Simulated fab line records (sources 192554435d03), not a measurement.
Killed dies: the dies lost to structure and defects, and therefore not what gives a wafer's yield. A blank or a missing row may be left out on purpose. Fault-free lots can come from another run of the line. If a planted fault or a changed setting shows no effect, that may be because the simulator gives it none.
fab line records + flow n5Finfet + part 2 of 2: steps 5 to 6 of 6
record:
- lots: 23
- wafers: 69
- lastDay: 18
route steps=1938 shown BEOL_M10@1470
lots untouched by any fault: they come from a run of this same line in which no faults occurred
startH: start of the lot's first displayed wafer, in hours after the record's first day + waitH: hours from the lot's prior step to this one + " same as the row above + L1.1+2: a single row standing in for several wafers + - no value present, or no start provided + * or withheld: withheld + < > ~ a bound
route shown NAME@n: a module of which the file shows steps, and the number in the route of the first + usual: the fault-free wafers' mean and standard deviation + same: alike in all rows + chamber/n: place in a boat + sites: readings site by site + _std_site: standard deviation of those values + _edge_site: mean of outer sites minus mean of inner sites + radiusMm: for every site, how far away it sits from the centre of the wafer + mask NAME#n: copy n + behind: the tool/chamber that last shaped the wafer + hold: cause of the lot's hold/its duration in hours/its outcome + device: transistor that didn't switch, given as n, p or np + end of line: at the end of the route, the tests of the same wafers + a step with no rows: only its recipe + killed: count of dies lost to structure and defects at first sort (not the wafer's yield) + map: per-die view of a wafer (x killed, . not killed, _ where there is no die)
set.NAME: the setting that was run; set.NAME@STEP: the one run at that earlier step + model.NAME: the simulator's own value behind a step, which no gauge read
the route's steps for a sample of lots (tables are steps, rows are wafers)
services: when a tool's chamber went out of use (startH, in hours from the record's first day, below 0 if earlier), for how many hours, and the reason
== steps ==
step: N5_BEOL_M10_CD_MEAS_18
recipe:
- pitchNm: 140
- targetCdNm: 70
usual:
- cdNm: 70.3/0.57
| lot.wafer | tool     | chamber | startH | waitH | cdNm |
|-----------|----------|---------|--------|-------|------|
| L077.3    | cdSem-01 | -       | 227.48 | 0.1   | 70.0 |
| L077.4    | "        | -       | "      | "     | 69.8 |
| L077.6    | "        | -       | "      | "     | 69.0 |
| L076.3    | cdSem-03 | -       | 233.07 | 0.1   | 70.3 |
| L076.4    | "        | -       | "      | "     | 71.4 |
| L076.6    | "        | -       | "      | "     | 70.2 |
| L075.3    | cdSem-03 | -       | 235.46 | 0.1   | 70.7 |
| L075.4    | "        | -       | "      | "     | 70.3 |
| L075.6    | "        | -       | "      | "     | 70.4 |
| L078.2    | cdSem-02 | -       | 239.07 | 0.1   | 70.6 |
| L078.4    | "        | -       | "      | "     | 70.2 |
| L078.5    | "        | -       | "      | "     | 70.2 |
| L080.1    | cdSem-01 | -       | 245.78 | 0.0   | 69.0 |
| L080.4    | "        | -       | "      | "     | 70.3 |
| L080.6    | "        | -       | "      | "     | 69.6 |
| L079.3    | cdSem-02 | -       | 245.82 | 0.1   | 71.8 |
| L079.4    | "        | -       | "      | "     | 70.2 |
| L079.6    | "        | -       | "      | "     | 70.5 |
| L081.1    | cdSem-03 | -       | 246.32 | 0.0   | 70.1 |
| L081.2    | "        | -       | "      | "     | 70.1 |
| L081.5    | "        | -       | "      | "     | 70.2 |
| L082.1    | cdSem-03 | -       | 257.27 | 0.0   | 70.5 |
| L082.4    | "        | -       | "      | "     | 69.9 |
| L082.5    | "        | -       | "      | "     | 69.6 |
| L083.1    | cdSem-01 | -       | 267.21 | 0.1   | 71.1 |
| L083.2    | "        | -       | "      | "     | 70.7 |
| L083.5    | "        | -       | "      | "     | 69.8 |
| L085.2    | cdSem-02 | -       | 278.47 | 0.1   | 70.0 |
| L085.4    | "        | -       | "      | "     | 69.8 |
| L085.6    | "        | -       | "      | "     | 71.1 |
| L088.2    | cdSem-02 | -       | 299.85 | 0.1   | 70.8 |
| L088.5    | "        | -       | "      | "     | 71.0 |
| L088.6    | "        | -       | "      | "     | 71.5 |
| L086.1    | cdSem-03 | -       | 300.14 | 0.0   | 70.6 |
| L086.2    | "        | -       | "      | "     | 71.0 |
| L086.4    | "        | -       | "      | "     | 70.4 |
| L084.1    | cdSem-03 | -       | 300.30 | 0.0   | 69.8 |
| L084.5    | "        | -       | "      | "     | 69.8 |
| L084.6    | "        | -       | "      | "     | 69.9 |
| L090.2    | cdSem-02 | -       | 300.50 | 0.1   | 70.5 |
| L090.3    | "        | -       | "      | "     | 69.8 |
| L090.4    | "        | -       | "      | "     | 70.4 |
| L087.1    | cdSem-03 | -       | 300.65 | 0.0   | 70.1 |
| L087.2    | "        | -       | "      | "     | 69.7 |
| L087.6    | "        | -       | "      | "     | 70.2 |
| L089.3    | cdSem-02 | -       | 304.57 | 0.1   | 70.0 |
| L089.4    | "        | -       | "      | "     | 69.8 |
| L089.5    | "        | -       | "      | "     | 70.5 |
| L091.1    | cdSem-02 | -       | 317.39 | 0.0   | 70.5 |
| L091.3    | "        | -       | "      | "     | 71.0 |
| L091.4    | "        | -       | "      | "     | 71.2 |
| L092.2    | cdSem-02 | -       | 327.15 | 0.1   | 70.6 |
| L092.5    | "        | -       | "      | "     | 70.4 |
| L092.6    | "        | -       | "      | "     | 69.8 |
| L093.1    | cdSem-02 | -       | 335.54 | 0.0   | 70.5 |
| L093.2    | "        | -       | "      | "     | 70.1 |
| L093.3    | "        | -       | "      | "     | 69.8 |
| L094.4    | cdSem-03 | -       | 336.49 | 0.1   | 70.6 |
| L094.5    | "        | -       | "      | "     | 69.9 |
| L094.6    | "        | -       | "      | "     | 71.3 |
| L096.1    | cdSem-03 | -       | 343.89 | 0.0   | 71.1 |
| L096.2    | "        | -       | "      | "     | 70.9 |
| L096.4    | "        | -       | "      | "     | 71.3 |
| L095.2    | cdSem-03 | -       | 344.16 | 0.1   | 70.6 |
| L095.4    | "        | -       | "      | "     | 70.8 |
| L095.5    | "        | -       | "      | "     | 70.6 |
| L097.4    | cdSem-03 | -       | 369.53 | 0.0   | 69.7 |
| L097.5    | "        | -       | "      | "     | 70.1 |
| L097.6    | "        | -       | "      | "     | 69.2 |
step: N5_BEOL_M10_TRENCH_ETCH_37
recipe:
- chemistry: C4F6/O2
- targetDepthA: 1488.3
- target: SiCOH_lowk
- timeS: 48
- ionEnergyEv: 250
- pressureMtorr: 30
- sourceW: 345
- biasW: 185
- Ar_flow_sccm: 300
- C4F6_flow_sccm: 10
- O2_flow_sccm: 10
usual:
- drypumpMotorCurrentA: 5.4/0.37
- mfcArSccm: 299.9/0.98
- oes_o_777_au: 0.73/0.081
- oesProductAu: 0.74/0.076
- rfVppV: 666/9.7
- showerheadPlenumPTorr: 2.81/0.1
- throttleValvePct: 20.96/0.18
| lot.wafer | tool       | chamber | startH | waitH | drypumpMotorCurrentA | mfcArSccm | oes_o_777_au | oesProductAu | rfHoursCounterH | rfVppV | showerheadPlenumPTorr | throttleValvePct |
|-----------|------------|---------|--------|-------|----------------------|-----------|--------------|--------------|-----------------|--------|-----------------------|------------------|
| L077.3    | rieDiel-04 | 2       | -      | -     | 4.8                  | 301.3     | 0.86         | 0.86         | 54              | 674    | 2.78                  | 20.82            |
| L077.4    | "          | 0       | "      | "     | 5.9                  | 300.2     | 0.67         | 0.69         | 208             | 657    | 2.71                  | 21.13            |
| L077.6    | "          | 0       | "      | "     | 5.9                  | 300.3     | 0.67         | 0.69         | -               | 657    | 2.71                  | 21.11            |
| L076.3    | rieDiel-04 | 2       | -      | -     | 4.8                  | 299.6     | 0.86         | 0.85         | 56              | 674    | 2.77                  | 20.82            |
| L076.4    | "          | 1       | "      | "     | 5.3                  | 299.5     | 0.69         | 0.69         | 229             | 659    | 2.94                  | 21.23            |
| L076.6    | "          | 1       | "      | "     | 5.3                  | 299.8     | 0.69         | 0.69         | -               | 660    | 2.94                  | 21.24            |
| L075.3    | rieDiel-04 | 3       | -      | -     | 5.6                  | 301.6     | 0.65         | 0.69         | 209             | 683    | 2.70                  | 20.89            |
| L075.4    | "          | 2       | "      | "     | 4.8                  | 299.8     | 0.87         | 0.86         | 57              | 674    | 2.77                  | 20.82            |
| L075.6    | "          | 0       | "      | "     | 5.9                  | 298.4     | 0.67         | 0.69         | -               | 657    | 2.71                  | 21.12            |
| L078.2    | rieDiel-04 | 1       | -      | -     | 5.3                  | 300.5     | 0.70         | 0.69         | 233             | 658    | 2.94                  | 21.21            |
| L078.4    | "          | 3       | "      | "     | 5.6                  | 300.7     | 0.64         | 0.69         | 212             | 682    | 2.70                  | 20.89            |
| L078.5    | "          | 0       | "      | "     | 5.8                  | 300.7     | 0.67         | 0.68         | -               | 659    | 2.71                  | 21.12            |
| L079.3    | rieDiel-05 | 0       | -      | -     | 5.0                  | 300.9     | 0.78         | 0.79         | 95              | 663    | 2.85                  | 20.45            |
| L079.4    | "          | 3       | "      | "     | 5.7                  | 300.2     | 0.82         | 0.84         | 39              | 671    | 3.01                  | 20.82            |
| L079.6    | "          | 1       | "      | "     | 5.5                  | 300.1     | 0.68         | 0.72         | -               | 675    | 2.73                  | 21.15            |
| L080.1    | rieDiel-04 | 2       | -      | -     | 4.8                  | 299.9     | 0.86         | 0.85         | 62              | 673    | 2.77                  | 20.84            |
| L080.4    | "          | 0       | "      | "     | 5.9                  | 300.0     | 0.67         | 0.69         | 218             | 659    | 2.71                  | 21.11            |
| L080.6    | "          | 0       | "      | "     | 5.8                  | 300.6     | 0.67         | 0.68         | -               | 657    | 2.71                  | 21.14            |
| L081.1    | rieDiel-02 | 0       | -      | -     | 5.7                  | 300.1     | 0.67         | 0.69         | 226             | 673    | 2.71                  | 21.03            |
| L081.2    | "          | 2       | "      | "     | 5.9                  | 299.3     | 0.71         | 0.69         | 225             | 652    | 2.93                  | 21.12            |
| L081.5    | "          | 0       | "      | "     | 5.6                  | 299.3     | 0.68         | 0.69         | -               | 673    | 2.71                  | 21.04            |
| L082.1    | rieDiel-04 | 0       | -      | -     | 5.9                  | 298.9     | 0.67         | 0.67         | 222             | 657    | 2.70                  | 21.12            |
| L082.4    | "          | 1       | "      | "     | 5.3                  | 298.5     | 0.69         | 0.69         | 241             | 659    | 2.93                  | 21.25            |
| L082.5    | "          | 0       | "      | "     | 5.8                  | 298.5     | 0.67         | 0.68         | -               | 657    | 2.70                  | 21.15            |
| L083.1    | rieDiel-04 | 3       | -      | -     | 5.6                  | 297.8     | 0.64         | 0.68         | 223             | 683    | 2.69                  | 20.91            |
| L083.2    | "          | 1       | "      | "     | 5.3                  | 299.6     | 0.69         | 0.68         | 242             | 658    | 2.93                  | 21.24            |
| L083.5    | "          | 1       | "      | "     | 5.3                  | 301.1     | 0.69         | 0.69         | -               | 660    | 2.93                  | 21.26            |
| L085.2    | rieDiel-04 | 0       | -      | -     | 5.8                  | 300.7     | 0.66         | 0.66         | 228             | 659    | 2.70                  | 21.16            |
| L085.4    | "          | 2       | "      | "     | 4.8                  | 301.8     | 0.84         | 0.83         | 75              | 674    | 2.77                  | 20.86            |
| L085.6    | "          | 2       | "      | "     | 4.8                  | 300.2     | 0.83         | 0.83         | -               | 674    | 2.77                  | 20.85            |
| L088.2    | rieDiel-04 | 0       | -      | -     | 5.9                  | 300.4     | 0.65         | 0.66         | 236             | 657    | 2.70                  | 21.14            |
| L088.5    | "          | 3       | "      | "     | 5.7                  | 298.7     | 0.63         | 0.67         | -               | 681    | 2.69                  | 20.92            |
| L088.6    | "          | 2       | "      | "     | 4.8                  | 300.9     | 0.84         | 0.82         | -               | 674    | 2.76                  | 20.87            |
| L084.1    | rieDiel-02 | 2       | -      | -     | 5.9                  | 300.9     | 0.70         | 0.68         | 243             | 649    | 2.92                  | 21.12            |
| L084.5    | "          | 0       | "      | "     | 5.7                  | 300.0     | 0.66         | 0.68         | -               | 673    | 2.71                  | 21.07            |
| L084.6    | "          | 3       | "      | "     | 5.4                  | 300.4     | 0.81         | 0.82         | -               | 663    | 2.87                  | 20.85            |
| L086.1    | rieDiel-02 | 1       | -      | -     | 5.0                  | 300.0     | 0.81         | 0.80         | 77              | 655    | 2.89                  | 20.75            |
| L086.2    | "          | 0       | "      | "     | 5.6                  | 301.4     | 0.66         | 0.68         | 243             | 673    | 2.71                  | 21.06            |
| L086.4    | "          | 2       | "      | "     | 5.9                  | 300.3     | 0.70         | 0.68         | 243             | 649    | 2.92                  | 21.16            |
| L090.2    | rieDiel-04 | 0       | -      | -     | 5.9                  | 299.6     | 0.66         | 0.66         | 237             | 659    | 2.70                  | 21.16            |
| L090.3    | "          | 3       | "      | "     | 5.7                  | 300.5     | 0.63         | 0.68         | 237             | 682    | 2.68                  | 20.91            |
| L090.4    | "          | 2       | "      | "     | 4.8                  | 299.5     | 0.82         | 0.82         | -               | 674    | 2.76                  | 20.89            |
| L087.1    | rieDiel-02 | 0       | -      | -     | 5.7                  | 300.2     | 0.66         | 0.67         | 243             | 672    | 2.71                  | 21.07            |
| L087.2    | "          | 3       | "      | "     | 5.4                  | 298.1     | 0.81         | 0.82         | 81              | 663    | 2.87                  | 20.85            |
| L087.6    | "          | 1       | "      | "     | 4.9                  | 299.1     | 0.80         | 0.81         | -               | 654    | 2.89                  | 20.77            |
| L089.3    | rieDiel-05 | 1       | -      | -     | 5.5                  | 300.4     | 0.67         | 0.70         | 233             | 675    | 2.72                  | 21.17            |
| L089.4    | "          | 0       | "      | "     | 4.9                  | 300.5     | 0.76         | 0.75         | 119             | 662    | 2.84                  | 20.46            |
| L089.5    | "          | 2       | "      | "     | 5.9                  | 299.3     | 0.70         | 0.68         | -               | 671    | 2.92                  | 20.89            |
| L091.1    | rieDiel-02 | 0       | -      | -     | 5.6                  | 300.2     | 0.66         | 0.67         | 249             | 672    | 2.70                  | 21.08            |
| L091.3    | "          | 2       | "      | "     | 5.9                  | 299.9     | 0.69         | 0.68         | 250             | 648    | 2.92                  | 21.15            |
| L091.4    | "          | 2       | "      | "     | 5.9                  | 299.1     | 0.70         | 0.68         | -               | 648    | 2.92                  | 21.15            |
| L092.2    | rieDiel-05 | 0       | -      | -     | 5.0                  | 300.6     | 0.75         | 0.74         | 126             | 663    | 2.83                  | 20.47            |
| L092.5    | "          | 2       | "      | "     | 5.9                  | 300.3     | 0.69         | 0.68         | -               | 669    | 2.92                  | 20.90            |
| L092.6    | "          | 3       | "      | "     | 5.7                  | 299.8     | 0.78         | 0.80         | -               | 670    | 2.99                  | 20.84            |
| L094.4    | rieDiel-04 | 2       | -      | -     | 4.8                  | 298.9     | 0.81         | 0.80         | 98              | 675    | 2.76                  | 20.88            |
| L094.5    | "          | 0       | "      | "     | 5.9                  | 299.0     | 0.65         | 0.66         | -               | 658    | 2.69                  | 21.17            |
| L094.6    | "          | 1       | "      | "     | 5.3                  | 298.8     | 0.91         | 0.93         | -               | 659    | 2.92                  | 20.97            |
| L093.1    | rieDiel-02 | 3       | -      | -     | 5.4                  | 299.8     | 0.80         | 0.82         | 88              | 663    | 2.87                  | 20.86            |
| L093.2    | "          | 0       | "      | "     | 5.6                  | 298.9     | 0.66         | 0.66         | 259             | 672    | 2.70                  | 21.10            |
| L093.3    | "          | 1       | "      | "     | 5.0                  | 298.9     | 0.79         | 0.79         | 93              | 653    | 2.88                  | 20.78            |
| L096.1    | rieDiel-02 | 0       | -      | -     | 5.7                  | 298.3     | 0.65         | 0.67         | 262             | 671    | 2.70                  | 21.11            |
| L096.2    | "          | 1       | "      | "     | 5.0                  | 301.1     | 0.79         | 0.78         | 97              | 654    | 2.88                  | 20.79            |
| L096.4    | "          | 3       | "      | "     | 5.4                  | 299.3     | 0.80         | 0.82         | -               | 663    | 2.86                  | 20.89            |
| L095.2    | rieDiel-05 | 0       | -      | -     | 5.0                  | 300.7     | 0.75         | 0.75         | 133             | 664    | 2.83                  | 20.49            |
| L095.4    | "          | 3       | "      | "     | 5.7                  | 300.3     | 0.78         | 0.80         | -               | 672    | 2.99                  | 20.85            |
| L095.5    | "          | 1       | "      | "     | 5.5                  | 299.1     | 0.66         | 0.69         | -               | 673    | 2.71                  | 21.20            |
| L097.4    | rieDiel-04 | 0       | -      | -     | 5.9                  | 300.1     | 0.91         | 0.95         | -               | 670    | 3.03                  | 20.69            |
| L097.5    | "          | 2       | "      | "     | 4.8                  | 300.9     | 0.80         | 0.80         | -               | 673    | 2.75                  | 20.91            |
| L097.6    | "          | 1       | "      | "     | 5.3                  | 299.5     | 0.88         | 0.90         | -               | 658    | 2.92                  | 20.99            |
== services ==
| tool       | chamber | startH | hours | kind                        |
|------------|---------|--------|-------|-----------------------------|
| pecvd-01   | 2       | 209.43 | 19.8  | repair                      |
| rieDiel-04 | -       | 212.45 | 14.6  | pm                          |
| rieDiel-05 | 0       | 213.96 | 11.5  | repair                      |
| uvCure-02  | -       | 225.05 | 0.6   | repair                      |
| pecvd-01   | -       | 229.78 | 28.1  | pm                          |
| rieDiel-05 | 1       | 253.43 | 2.5   | repair                      |
| uvCure-03  | -       | 258.81 | 7.5   | pm                          |
| pecvd-01   | 0       | 265.44 | 4.3   | repair                      |
| rieDiel-02 | -       | 273.16 | 0.6   | repair                      |
| rieDiel-05 | -       | 278.82 | 0.5   | repair                      |
| rieDiel-05 | 2       | 282.21 | 3.3   | repair                      |
| rieDiel-04 | 1       | 289.29 | -     | clean                       |
| rieDiel-04 | 1       | 289.29 | -     | consumableReplace:focusRing |
| rieDiel-04 | 1       | 289.29 | 17.8  | scheduledDown               |
| rieDiel-04 | 1       | 289.29 | 17.8  | ventCycle                   |
| rieDiel-02 | 3       | 310.74 | 16.3  | repair                      |
| pecvd-04   | -       | 314.96 | 6.0   | pm                          |
| pecvd-02   | -       | 318.61 | 0.8   | repair                      |
| rieDiel-04 | 0       | 330.12 | 3.0   | repair                      |
| uvCure-03  | -       | 331.59 | 0.8   | repair                      |
| rieDiel-05 | 2       | 333.81 | 16.7  | repair                      |
| rieDiel-04 | 0       | 341.05 | -     | clean                       |
| rieDiel-04 | 3       | 346.95 | 4.0   | repair                      |
| rieDiel-05 | -       | 364.22 | 2.8   | pm                          |
